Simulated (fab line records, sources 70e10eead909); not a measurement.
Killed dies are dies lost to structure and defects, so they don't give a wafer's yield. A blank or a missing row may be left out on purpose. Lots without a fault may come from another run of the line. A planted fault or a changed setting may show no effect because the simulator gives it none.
Tool commonality check | flow nand_harc | 13 lots, 39 wafers sampled

WHY IT WAS OPENED
At NHARC_A_ONON_D1_THK_MEAS_08 the reading thk_nm is flagged on 2 of 13 lots. Wafers without a fault read 999 nm, standard deviation 13.
Rule: a lot is flagged when every wafer of it that has a number lies more than 4 standard deviations from that mean, or none has a number. The other lots count as sound.

lot  | measured     | on            | thk_nm (nm), wafer by wafer | flag
L653 | day 8 10:01  | film_metro-01 | 989 988 988                 |
L654 | day 9 03:21  | film_metro-01 | 978 981 981                 |
L655 | day 9 03:23  | film_metro-01 | 979 980 978                 |
L656 | day 9 12:29  | film_metro-01 | 996 998 999                 |
L657 | day 10 01:21 | film_metro-01 | 987 986 986                 |
L658 | day 10 05:13 | film_metro-01 | 985 987 987                 |
L661 | day 11 07:36 | film_metro-01 | 1020 1019 1022              |
L660 | day 11 07:37 | film_metro-02 | 981 979 981                 |
L667 | day 13 21:19 | film_metro-02 | 1010 1009 1011              |
L665 | day 13 21:31 | film_metro-02 | 862 864 862                 | FLAGGED
L668 | day 14 13:58 | film_metro-02 | 865 865 865                 | FLAGGED
L674 | day 17 05:55 | film_metro-02 | 1002 1003 1002              |
L675 | day 17 19:38 | film_metro-02 | 1004 1005 1005              |
The numbers of the flagged lots are 864 nm on average: -135 nm against the usual, or -10 standard deviations.

WHICH TOOL RAN EACH LOT
The record holds 2 process steps before the reading, out of a route of 1302 steps. In each cell: the tool, then ch and the chambers that the sampled wafers went through, then the start.
lot  | flag    | NHARC_A_ZERO_WELL_DESCUM_12        | NHARC_A_ONON_D1_DEP_06
L653 |         | rie_diel-05 ch 0,2,3, day 7 08:38  | pecvd_onon-01 ch 0, day 8 09:30
L654 |         | rie_diel-05 ch 0,1,3, day 8 02:43  | pecvd_onon-01 ch 0, day 9 02:51
L655 |         | rie_diel-05 ch 0,2,3, day 8 00:23  | pecvd_onon-04 ch 0, day 9 02:51
L656 |         | rie_diel-03 ch 0,1, day 8 11:49    | pecvd_onon-04 ch 0, day 9 12:06
L657 |         | rie_diel-05 ch 1,2,3, day 9 00:25  | pecvd_onon-01 ch 0, day 10 00:50
L658 |         | rie_diel-03 ch 0,1, day 9 05:35    | pecvd_onon-04 ch 0, day 10 04:50
L661 |         | rie_diel-05 ch 0,1,3, day 10 08:03 | pecvd_onon-04 ch 0, day 11 07:05
L660 |         | rie_diel-05 ch 0,1,2, day 10 07:04 | pecvd_onon-01 ch 0, day 11 07:06
L667 |         | rie_diel-08 ch 0,2, day 12 22:35   | pecvd_onon-02 ch 0, day 13 20:49
L665 | FLAGGED | rie_diel-05 ch 0,2, day 12 21:37   | pecvd_onon-04 ch 0, day 13 21:01
L668 | FLAGGED | rie_diel-05 ch 0,1,2, day 13 12:37 | pecvd_onon-04 ch 0, day 14 13:31
L674 |         | rie_diel-05 ch 1,2, day 15 21:19   | pecvd_onon-02 ch 0, day 17 05:25
L675 |         | rie_diel-05 ch 0,3, day 16 10:54   | pecvd_onon-02 ch 0, day 17 19:09
What these steps do:
- NHARC_A_ZERO_WELL_DESCUM_12: chemistry O2, time 3 s.
- NHARC_A_ONON_D1_DEP_06: target thk 1000 nm.
- NHARC_A_ONON_D1_THK_MEAS_08: measures by ellipsometry.

FLAGGED OVER TOTAL, TOOL BY TOOL (the gauges that took the reading come last)
step                        | tool          | lots run | flagged | share of the flagged lots | sound lots run after its first flagged lot
NHARC_A_ZERO_WELL_DESCUM_12 | rie_diel-03   | 2        | 0       | none                      | -
NHARC_A_ZERO_WELL_DESCUM_12 | rie_diel-05   | 10       | 2       | all                       | 2 (L674,L675)
NHARC_A_ZERO_WELL_DESCUM_12 | rie_diel-08   | 1        | 0       | none                      | -
NHARC_A_ONON_D1_DEP_06      | pecvd_onon-01 | 4        | 0       | none                      | -
NHARC_A_ONON_D1_DEP_06      | pecvd_onon-02 | 3        | 0       | none                      | -
NHARC_A_ONON_D1_DEP_06      | pecvd_onon-04 | 6        | 2       | all                       | 0
NHARC_A_ONON_D1_THK_MEAS_08 | film_metro-01 | 7        | 0       | none                      | -
NHARC_A_ONON_D1_THK_MEAS_08 | film_metro-02 | 6        | 2       | all                       | 2 (L674,L675)

WHAT THE TABLE ALLOWS
3 rows of the table ran every flagged lot: rie_diel-05 at NHARC_A_ZERO_WELL_DESCUM_12, pecvd_onon-04 at NHARC_A_ONON_D1_DEP_06, film_metro-02 at NHARC_A_ONON_D1_THK_MEAS_08.
- rie_diel-05 at NHARC_A_ZERO_WELL_DESCUM_12: 2 of its 10 lots flagged. Sound lots ran on it after the first flagged one (L674, L675), which a lasting fault on the whole tool wouldn't allow.
- pecvd_onon-04 at NHARC_A_ONON_D1_DEP_06: 2 of its 6 lots flagged. Its last sound lot is L661 (day 11 07:05), its first flagged lot L665 (day 13 21:01): a fault that began between those two fits.
- film_metro-02 at NHARC_A_ONON_D1_THK_MEAS_08: 2 of its 6 lots flagged. Sound lots ran on it after the first flagged one (L674, L675), which a lasting fault on the whole tool wouldn't allow.
One tool is left: pecvd_onon-04 at NHARC_A_ONON_D1_DEP_06.

WHAT THE SIMULATOR HAD PUT IN
Process parameter drift: pecvd_onon-04, from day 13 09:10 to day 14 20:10, at NHARC_A_ONON_D1_DEP_06. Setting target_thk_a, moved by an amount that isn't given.
Lots struck among those shown: L665, L668. The rule above found the same.
